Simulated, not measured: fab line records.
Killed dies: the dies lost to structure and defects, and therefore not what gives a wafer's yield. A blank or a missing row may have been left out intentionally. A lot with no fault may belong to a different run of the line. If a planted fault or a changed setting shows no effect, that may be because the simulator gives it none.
fab line records | flow nandHarc
record: lots: 14 | wafers: 42 | lastDay: 34
route steps=1302 shown A_ONON_D2@549 A_BONDPAD@1204 THIN_TSV@1295 END@1302
lots untouched by any fault: they come from a run of this same line in which no faults occurred
startH: hours from the record's first day to the start of the lot's first wafer shown | waitH: how many hours have passed since the lot's step before this one | " the same as in the row above | L1.1+2: a single row standing in for several wafers | - no value present, or no start provided | * or withheld: withheld | < > ~ a bound
route shown NAME@n: NAME is a module with steps in the file, n the number in the route of the first one | usual: mean/standard deviation taken from wafers without a fault | same: alike in all rows | chamber/n: place in a boat | sites: per-site readings | _std_site: standard deviation of those values | _edge_site: mean of outer sites minus mean of inner sites | radiusMm: for every site, how far away it sits from the centre of the wafer | mask NAME#n: copy n | behind: the tool/chamber that last shaped the wafer | hold: why the lot went on hold/how many hours it stayed there/how the hold came to an end | device: which transistor (n, p or np) failed to switch | end of line: tests of these same wafers at the route's end | where a step has no rows: the recipe by itself | killed: not the wafer's yield, but the dies lost to structure and defects at the first sort | map: dies across one wafer; x = killed, . = not, _ = none there
set.NAME: the setting as run; set.NAME@STEP: as run at that earlier step | model.NAME: the simulator's own value behind a step, which no gauge read
one table for each step of the route and one row for each wafer, over a sample of lots
services: from which hour (startH, from the record's first day; less than 0 if before it) a tool's chamber was out of use, for how many hours, and why
== steps ==
step: NHARC_A_ONON_D2_DEP_06
recipe: targetThkA: 10000 | n2FlowSccm: 2750 | n2oFlowSccm: 2000 | nh3FlowSccm: 500 | sih4FlowSccm: 210 | tempC: 400
lot.wafer  | tool         | chamber | startH | waitH
L827.1+4+6 | pecvdOnon-01 | 0       | 298.59 | 0.1
L829.3+4+6 | pecvdOnon-02 | 0       | 311.09 | 0.2
L828.3+5+6 | pecvdOnon-01 | 0       | 311.43 | 0.3
L831.2+4+6 | pecvdOnon-01 | 0       | 331.13 | 0.1
L832.3+4+5 | pecvdOnon-01 | 0       | 342.21 | 0.2
L833.3+5+6 | pecvdOnon-02 | 0       | 355.15 | 0.2
L840.3+4+5 | pecvdOnon-02 | 0       | 425.23 | 0.2
L841.2+3+6 | pecvdOnon-01 | 0       | 435.78 | 0.1
L843.3+4+5 | pecvdOnon-04 | 0       | 451.58 | 0.2
L844.2+3+4 | pecvdOnon-04 | 0       | 457.95 | 0.1
L845.4+5+6 | pecvdOnon-02 | 0       | 477.54 | 0.2
L847.1+4+5 | pecvdOnon-04 | 0       | 491.13 | 0.1
L846.2+4+5 | pecvdOnon-02 | 0       | 491.36 | 0.1
L848.1+3+5 | pecvdOnon-01 | 0       | 514.47 | 0.1
step: NHARC_A_BONDPAD_THK_MEAS_30
recipe: thkMeasGauge: ellipsometry
usual: thkNm: 200.0/1.5
lot.wafer | tool         | chamber | startH | waitH | thkNm
L827.1    | filmMetro-01 | -       | 553.36 | 0.2   | 197.7
L827.4    | "            | -       | "      | "     | 198.7
L827.6    | "            | -       | "      | "     | 198.1
L829.3    | filmMetro-02 | -       | 560.35 | 0.2   | 199.4
L829.4    | "            | -       | "      | "     | 200.0
L829.6    | "            | -       | "      | "     | 200.6
L828.3    | filmMetro-02 | -       | 570.61 | 0.2   | 199.6
L828.5    | "            | -       | "      | "     | 199.3
L828.6    | "            | -       | "      | "     | 198.5
L831.2    | filmMetro-02 | -       | 592.41 | 0.2   | 200.8
L831.4    | "            | -       | "      | "     | 201.9
L831.6    | "            | -       | "      | "     | 199.0
L832.3    | filmMetro-02 | -       | 599.14 | 0.2   | 198.7
L832.4    | "            | -       | "      | "     | 201.9
L832.5    | "            | -       | "      | "     | 197.1
L833.3    | filmMetro-02 | -       | 606.82 | 0.2   | 198.7
L833.5    | "            | -       | "      | "     | 204.5
L833.6    | "            | -       | "      | "     | 198.2
L840.3    | filmMetro-01 | -       | 681.40 | 0.2   | 198.0
L840.4    | "            | -       | "      | "     | 198.3
L840.5    | "            | -       | "      | "     | 197.2
L841.2    | filmMetro-02 | -       | 702.04 | 0.2   | 199.3
L841.3    | "            | -       | "      | "     | 200.8
L841.6    | "            | -       | "      | "     | 200.4
L843.3    | filmMetro-02 | -       | 709.13 | 0.2   | 202.4
L843.4    | "            | -       | "      | "     | 201.9
L843.5    | "            | -       | "      | "     | 200.5
L844.2    | filmMetro-02 | -       | 711.14 | 0.2   | 198.0
L844.3    | "            | -       | "      | "     | 202.1
L844.4    | "            | -       | "      | "     | 200.1
L845.4    | filmMetro-01 | -       | 717.40 | 0.2   | 200.0
L845.5    | "            | -       | "      | "     | 200.5
L845.6    | "            | -       | "      | "     | 197.5
L847.1    | filmMetro-01 | -       | 741.54 | 0.2   | 199.1
L847.4    | "            | -       | "      | "     | 197.8
L847.5    | "            | -       | "      | "     | 201.4
L846.2    | filmMetro-02 | -       | 743.10 | 0.2   | 199.3
L846.4    | "            | -       | "      | "     | 200.5
L846.5    | "            | -       | "      | "     | 202.7
L848.1    | filmMetro-02 | -       | 771.75 | 0.2   | 199.9
L848.3    | "            | -       | "      | "     | 198.3
L848.5    | "            | -       | "      | "     | 199.5
step: NHARC_A_BONDPAD_DEGAS_25
recipe: tempC: 300 | timeS: 60
usual: heaterPowerW: 476/46
same: timeS: 60
lot.wafer | tool          | chamber | startH | waitH | heaterPowerW
L827.1    | pvdSputter-01 | -       | 555.09 | -     | 564
L827.4    | "             | -       | "      | "     | 503
L827.6    | "             | -       | "      | "     | 436
L829.4    | pvdSputter-03 | -       | 562.07 | -     | 425
L829.3    | "             | -       | "      | "     | 474
L829.6    | "             | -       | "      | "     | 417
L828.3    | pvdSputter-03 | -       | 572.37 | -     | 521
L828.6    | "             | -       | "      | "     | 422
L828.5    | "             | -       | "      | "     | 464
L831.2    | pvdSputter-02 | -       | 594.00 | -     | 510
L831.4    | "             | -       | "      | "     | 458
L831.6    | "             | -       | "      | "     | 496
L832.4    | pvdSputter-01 | -       | 600.85 | -     | 445
L832.3    | "             | -       | "      | "     | 571
L832.5    | "             | -       | "      | "     | 446
L833.3    | pvdSputter-01 | -       | 608.42 | -     | 565
L833.6    | "             | -       | "      | "     | 440
L833.5    | "             | -       | "      | "     | 421
L840.4    | pvdSputter-03 | -       | 683.11 | -     | 429
L840.3    | "             | -       | "      | "     | 464
L840.5    | "             | -       | "      | "     | 418
L841.3    | pvdSputter-02 | -       | 703.77 | -     | 481
L841.2    | "             | -       | "      | "     | 441
L841.6    | "             | -       | "      | "     | 487
L843.3    | pvdSputter-01 | -       | 710.74 | -     | 442
L843.4    | "             | -       | "      | "     | 418
L843.5    | "             | -       | "      | "     | 432
L844.2    | pvdSputter-01 | -       | 712.86 | -     | 537
L844.4    | "             | -       | "      | "     | 418
L844.3    | "             | -       | "      | "     | 578
L845.4    | pvdSputter-01 | -       | 719.08 | -     | 437
L845.6    | "             | -       | "      | "     | 456
L845.5    | "             | -       | "      | "     | 433
L847.4    | pvdSputter-02 | -       | 743.27 | -     | 507
L847.1    | "             | -       | "      | "     | 423
L847.5    | "             | -       | "      | "     | 501
L846.4    | pvdSputter-03 | -       | 744.91 | -     | 531
L846.2    | "             | -       | "      | "     | 429
L846.5    | "             | -       | "      | "     | 521
L848.3    | pvdSputter-02 | -       | 773.47 | -     | 444
L848.1    | "             | -       | "      | "     | 438
L848.5    | "             | -       | "      | "     | 441
step: NHARC_THIN_TSV_ETCH_36
recipe: targetDepthA: 650 | overEtchFrac: 0.3 | timeS: 18.571 | ionEnergyEv: 150 | chemistry: Cl2/BCl3
usual: drypumpMotorCurrentA: 5.9/0.34 | oesProductAu: 0.999/0.0089
same: overEtchFrac: 0.3 | timeS: 18.571
lot.wafer | tool        | chamber | startH | waitH | drypumpMotorCurrentA | oesProductAu | rfHoursCounterH
L827.1    | rieMetal-03 | 1       | 575.52 | 0.2   | 6.1                  | 1.006        | 0.8
L827.4    | "           | 0       | "      | "     | 5.7                  | 1.003        | -
L827.6    | "           | 0       | "      | "     | 5.6                  | 1.005        | -
L829.3    | rieMetal-02 | 0       | 582.50 | 0.2   | 5.6                  | 1.003        | -
L829.4    | "           | 1       | "      | "     | 6.5                  | 1.003        | -
L829.6    | "           | 1       | "      | "     | 6.5                  | 0.989        | -
L828.3    | rieMetal-03 | 1       | 593.12 | 0.1   | 6.1                  | 0.992        | -
L828.6    | "           | 1       | "      | "     | 6.1                  | 0.994        | -
L828.5    | "           | 0       | "      | "     | 5.6                  | 1.010        | -
L831.2    | rieMetal-02 | 1       | 614.81 | 0.2   | 6.5                  | 0.992        | 3.0
L831.4    | "           | 0       | "      | "     | 5.6                  | 0.996        | -
L831.6    | "           | 0       | "      | "     | 5.6                  | 1.002        | -
L832.3    | rieMetal-02 | 0       | 624.21 | 0.1   | 5.6                  | 0.998        | -
L832.4    | "           | 1       | "      | "     | 6.6                  | 0.997        | -
L832.5    | "           | 0       | "      | "     | 5.6                  | 0.994        | -
L833.3    | rieMetal-01 | 0       | 629.09 | 0.1   | 5.8                  | 1.002        | -
L833.6    | "           | 1       | "      | "     | 5.8                  | 0.999        | -
L833.5    | "           | 0       | "      | "     | 5.8                  | 1.017        | -
L840.3    | rieMetal-01 | 1       | 703.12 | 0.2   | 5.8                  | 0.977        | -
L840.4    | "           | 0       | "      | "     | 5.8                  | 1.002        | -
L840.5    | "           | 0       | "      | "     | 5.8                  | 1.002        | -
L841.2    | rieMetal-01 | 0       | 725.40 | 0.2   | 5.8                  | 0.999        | 2.0
L841.3    | "           | 0       | "      | "     | 5.8                  | 0.992        | -
L841.6    | "           | 1       | "      | "     | 5.8                  | 0.993        | -
L843.4    | rieMetal-02 | 1       | 731.66 | 0.1   | 6.6                  | 1.001        | -
L843.3    | "           | 0       | "      | "     | 5.6                  | 1.011        | -
L843.5    | "           | 0       | "      | "     | 5.6                  | 1.013        | -
L844.2    | rieMetal-01 | 0       | 733.06 | 0.2   | 5.8                  | 1.006        | 2.2
L844.3    | "           | 0       | "      | "     | 5.8                  | 1.007        | -
L844.4    | "           | 1       | "      | "     | 5.8                  | 0.994        | -
L845.4    | rieMetal-03 | 0       | 739.49 | 0.1   | 5.7                  | 1.004        | -
L845.6    | "           | 0       | "      | "     | 5.6                  | 0.994        | -
L845.5    | "           | 1       | "      | "     | 6.1                  | 0.978        | -
L847.1    | rieMetal-01 | 0       | 763.50 | 0.2   | 5.8                  | 0.990        | 0.2
L847.4    | "           | 1       | "      | "     | 5.8                  | 1.004        | -
L847.5    | "           | 1       | "      | "     | 5.8                  | 1.006        | -
L846.2    | rieMetal-03 | 1       | 765.01 | 0.2   | 6.1                  | 0.994        | 1.4
L846.4    | "           | 1       | "      | "     | 6.1                  | 0.991        | -
L846.5    | "           | 1       | "      | "     | 6.1                  | 0.987        | -
L848.1    | rieMetal-01 | 0       | 795.15 | 0.2   | 5.8                  | 0.988        | 0.9
L848.3    | "           | 0       | "      | "     | 5.8                  | 0.985        | -
L848.5    | "           | 0       | "      | "     | 5.8                  | 0.989        | -
step: NHARC_END_SORT_01
recipe: tempC: 25
usual: killedAtArray: 56/19 | killedAtOther: 1.0/1.3 | killedAtPeriphery: 3.8/2.2 | killedDies: 61/19 | killedOpen: 3.1/1.9 | killedShort: 2.3/1.5
same: grossDies: 677
lot.wafer | tool      | chamber | startH | waitH | killedAtArray | killedAtOther | killedAtPeriphery | killedDies | killedOpen | killedShort
L831.2    | prober-01 | 0       | 624.20 | 2.8   | 176           | 0             | 0                 | 176        | 4          | 2
L831.4    | prober-01 | 0       | 625.81 | 3.4   | 181           | 1             | 3                 | 185        | 5          | 1
L831.6    | prober-01 | 0       | 627.43 | 4.0   | 164           | 1             | 0                 | 165        | 2          | 3
L832.3    | prober-02 | 0       | 634.41 | 3.1   | 175           | 0             | 5                 | 180        | 2          | 2
L832.4    | prober-02 | 0       | 635.21 | 3.4   | 174           | 0             | 4                 | 178        | 0          | 3
L832.5    | prober-02 | 0       | 636.01 | 3.7   | 172           | 0             | 6                 | 178        | 2          | 1
killed by level:class
L831.2 A_ONON_D2:unspecified=111 A_CHANNEL_HOLE_D1:chamberFilmFlake=22 A_CHANNEL_HOLE_D2:chamberFilmFlake=20 A_CONTACT:chamberFilmFlake=13 A_DECK1_JOINT:geometricParticle:open=2 A_CHANNEL_FILL_D1:chamberFilmFlake=2 A_CHANNEL_HOLE_D1:geometricParticle:short=1 A_CHANNEL_FILL_D2:geometricParticle:open=1
L831.4 A_ONON_D2:unspecified=107 A_CHANNEL_HOLE_D1:chamberFilmFlake=31 A_CHANNEL_HOLE_D2:chamberFilmFlake=25 A_CONTACT:chamberFilmFlake=8 A_CHANNEL_FILL_D1:chamberFilmFlake=2 A_CHANNEL_FILL_D2:chamberFilmFlake=2 P_GATE:geometricParticle:open=1 P_CONTACT:geometricParticle:open=1
L831.6 A_ONON_D2:unspecified=101 A_CHANNEL_HOLE_D2:chamberFilmFlake=29 A_CHANNEL_HOLE_D1:chamberFilmFlake=16 A_CONTACT:chamberFilmFlake=8 A_CHANNEL_FILL_D1:chamberFilmFlake=3 A_ONON_D1:geometricParticle:open=1 A_CHANNEL_FILL_D1:geometricParticle:short=1 A_CHANNEL_FILL_D2:geometricParticle:short=1
L832.3 A_ONON_D2:unspecified=101 A_SLIT:chamberFilmFlake=28 A_CHANNEL_HOLE_D2:chamberFilmFlake=26 A_CHANNEL_HOLE_D1:chamberFilmFlake=5 P_M0:chamberFilmFlake=4 A_CONTACT:chamberFilmFlake=3 A_WL_FILL:chamberFilmFlake=3 A_CHANNEL_FILL_D1:chamberFilmFlake=2
L832.4 A_ONON_D2:unspecified=103 A_CHANNEL_HOLE_D2:chamberFilmFlake=27 A_SLIT:chamberFilmFlake=21 A_WL_FILL:chamberFilmFlake=5 A_CHANNEL_FILL_D2:chamberFilmFlake=4 A_M1:chamberFilmFlake=4 P_M0:chamberFilmFlake=3 A_CHANNEL_HOLE_D1:chamberFilmFlake=3
L832.5 A_ONON_D2:unspecified=102 A_CHANNEL_HOLE_D2:chamberFilmFlake=26 A_SLIT:chamberFilmFlake=23 A_CHANNEL_HOLE_D1:chamberFilmFlake=7 A_CONTACT:chamberFilmFlake=7 P_M0:chamberFilmFlake=4 A_M1:chamberFilmFlake=3 A_WL_FILL:chamberFilmFlake=2
== services ==
tool          | chamber | startH | hours | kind
rieMetal-03   | 0       | 274.90 | 4.5   | repair
pecvdOnon-02  | -       | 366.09 | 13.0  | pm
rieMetal-01   | -       | 367.22 | 1.5   | repair
rieMetal-01   | 1       | 379.09 | 6.7   | repair
rieMetal-01   | 1       | 393.66 | 14.6  | repair
rieMetal-01   | -       | 398.00 | 9.0   | pm
pvdSputter-01 | -       | 404.03 | 10.0  | pm
pvdSputter-01 | -       | 445.77 | 1.2   | repair
pecvdOnon-01  | -       | 450.08 | 13.0  | pm
pvdSputter-01 | -       | 462.47 | 8.9   | repair
rieMetal-01   | -       | 528.47 | 0.2   | repair
pvdSputter-01 | -       | 532.13 | 9.8   | repair
pecvdOnon-02  | -       | 547.09 | 13.0  | pm
pvdSputter-01 | -       | 571.53 | 0.7   | repair
rieMetal-01   | -       | 575.00 | 9.0   | pm
pvdSputter-01 | -       | 580.11 | 1.2   | repair
pvdSputter-01 | -       | 582.03 | 10.0  | pm
pecvdOnon-01  | -       | 631.29 | 13.0  | pm
rieMetal-01   | 1       | 654.86 | 1.7   | repair
rieMetal-01   | -       | 682.14 | 0.4   | repair
rieMetal-01   | -       | 702.50 | 0.3   | repair
pecvdOnon-02  | -       | 728.25 | 13.0  | pm
rieMetal-01   | -       | 752.00 | 9.0   | pm
pvdSputter-01 | -       | 760.03 | 10.0  | pm
== key ==
firstSign: step: NHARC_END_SORT_01 | reading: killedAtArray | direction: up | sigmas: 6.3 | usual: 56 | struck: 174
effect: step: NHARC_END_SORT_01 | reading: killedDies | direction: up | sigmas: 6.1 | usual: 61 | struck: 177
moreKillsBornAt: NHARC_A_ONON_D2_DEP_06@pecvdOnon-01: 625
metAt NHARC_A_ONON_D2_DEP_06
struckLots L831,L832
testerLeftOut L831,L832
notActingAt NHARC_A_BONDPAD_THK_MEAS_30,NHARC_A_BONDPAD_DEGAS_25,NHARC_THIN_TSV_ETCH_36
onsetBetween 311.43 331.13
fault: kind: chamberParticleSource | tool: pecvdOnon-01 | chamber: - | onsetH: 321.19 | steps: NHARC_A_ONON_D2_DEP_06 | ratePerVisitCm2: 1.9518 | endH: 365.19
testerLeftOut: of these lots the tester's yield and bins aren't shown, on N5 and GAA mostly nor the transistor test; their killed dies are dies lost to structure and defects alone, not to doping, threshold or leakage, so they don't give the yield
